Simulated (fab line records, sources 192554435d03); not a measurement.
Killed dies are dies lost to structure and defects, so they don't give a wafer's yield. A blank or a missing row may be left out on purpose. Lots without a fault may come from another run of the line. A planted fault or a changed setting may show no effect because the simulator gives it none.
Split-lot experiment | flow n5_finfet | 7 lots, 21 wafers read, on a route of 1938 steps

THE SPLIT
At N5_BEOL_M6_VIA_ETCH_34 (etches SiCOH lowk in C4F6/O2, target depth 126.3 nm, time 50.9 s), the setting time_s was moved away from the recipe's 50.9 s on 9 of the 21 wafers read, by -19.2% to +22.1%. The other wafers ran this setting at the recipe's value.

The reading is taken at the split's own step.

THE READING
SOC_of_BEOL_M6_COAT_63.thk_nm (the simulator's own value, which no gauge read), in nm, at N5_BEOL_M6_VIA_ETCH_34 (etches SiCOH lowk in C4F6/O2, target depth 126.3 nm, time 50.9 s). The file gives no usual value for it. The 12 wafers here that ran the recipe average 53.9 nm, standard deviation 0.2 nm.

wafer  | tool, chamber at the split | time_s as run, s | against the recipe | SOC_of_BEOL_M6_COAT_63.thk_nm, nm | against lot-mates on the recipe
L077.4 | rie_diel-04, 2             | 41.14            | -19.2%             | 55                                | +1.2
L077.5 | rie_diel-04, 2             | 41.14            | -19.2%             | 55.2                              | +1.4
L077.6 | rie_diel-04, 1             | 50.9             | recipe             | 53.8                              | -
L081.1 | rie_diel-04, 3             | 50.9             | recipe             | 53.8                              | -
L081.5 | rie_diel-04, 3             | 50.9             | recipe             | 54                                | -
L081.6 | rie_diel-04, 2             | 50.9             | recipe             | 53.8                              | -
L083.3 | rie_diel-04, 3             | 57.01            | +12.0%             | 53.2                              | -1.0
L083.4 | rie_diel-04, 0             | 57.01            | +12.0%             | 53.4                              | -0.8
L083.6 | rie_diel-04, 0             | 50.9             | recipe             | 54.2                              | -
L084.4 | rie_diel-02, 3             | 50.9             | recipe             | 54                                | -
L084.5 | rie_diel-02, 1             | 50.9             | recipe             | 54.2                              | -
L084.6 | rie_diel-02, 2             | 50.9             | recipe             | 53.8                              | -
L088.2 | rie_diel-02, 1             | 59.91            | +17.7%             | 53                                | no lot-mate on the recipe
L088.5 | rie_diel-02, 1             | 59.91            | +17.7%             | 52.6                              | no lot-mate on the recipe
L088.6 | rie_diel-02, 0             | 59.91            | +17.7%             | 52.8                              | no lot-mate on the recipe
L093.2 | rie_diel-04, 0             | 50.9             | recipe             | 53.8                              | -
L093.3 | rie_diel-04, 2             | 58.35            | +14.6%             | 53                                | -0.8
L093.5 | rie_diel-04, 0             | 50.9             | recipe             | 53.8                              | -
L097.2 | rie_diel-04, 1             | 50.9             | recipe             | 53.8                              | -
L097.4 | rie_diel-04, 0             | 62.16            | +22.1%             | 52.6                              | -1.5
L097.5 | rie_diel-04, 2             | 50.9             | recipe             | 54.4                              | -

THE FIT
A straight line over all 21 wafers: SOC_of_BEOL_M6_COAT_63.thk_nm changes by -0.0616 nm for each +1% of time_s; r = -0.97; the points scatter about the line by 0.18 nm.
The same after taking each lot's own level away (the mean of its wafers on the recipe; 18 wafers): -0.0674 nm for each +1%; r = -0.98; scatter 0.15 nm.
On that fit, the largest move of time_s shifts the reading by 1.5 nm.
The lots' own levels span 53.80 to 54.20 nm, that is 2.0 times the standard deviation above.
So the lot-to-lot level changes the slope little: the two slopes agree.
Check: with one of the wafers moved furthest among these (+22.1%) left out of the fit, the line predicts -1.49 nm for it against its lot-mates. It came out at -1.5 nm against them.

OTHER SPLITS ON THESE WAFERS
These wafers also went through other splits before the reading. Each is held against what the fit with the lots' levels taken away leaves over:
other split on the same wafers     | wafers away from the commonest value | r with SOC_of_BEOL_M6_COAT_63.thk_nm (lot level and that fit taken away)
N5_BEOL_M4_TRENCH_ETCH_37 source_w | 5                                    | +0.09
N5_BEOL_M5_COAT_65 spin_rpm        | 7                                    | +0.12
N5_BEOL_M5_COAT_66 spin_rpm        | 3                                    | -0.09
N5_BEOL_M6_EXPOSE_25 dose_mj       | 7                                    | +0.05

THE WHOLE CHAIN: every reading that the file lists as answering this split, in the file's order
step                   | what it does                                                     | reading                                                                        | change (the file's fit)                | r (the file's)
N5_BEOL_M6_VIA_ETCH_34 | etches SiCOH lowk in C4F6/O2, target depth 126.3 nm, time 50.9 s | etch.depth_nm (the simulator's own value, which no gauge read)                 | +1.41 nm for each +1% of the setting   | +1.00
N5_BEOL_M6_VIA_ETCH_34 | etches SiCOH lowk in C4F6/O2, target depth 126.3 nm, time 50.9 s | SOC_of_BEOL_M6_COAT_63.thk_nm (the simulator's own value, which no gauge read) | -0.0663 nm for each +1% of the setting | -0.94

THE FILE'S OWN FIT
SOC_of_BEOL_M6_COAT_63.thk_nm changes by -0.0663 nm for each +1% of time_s, r = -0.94.
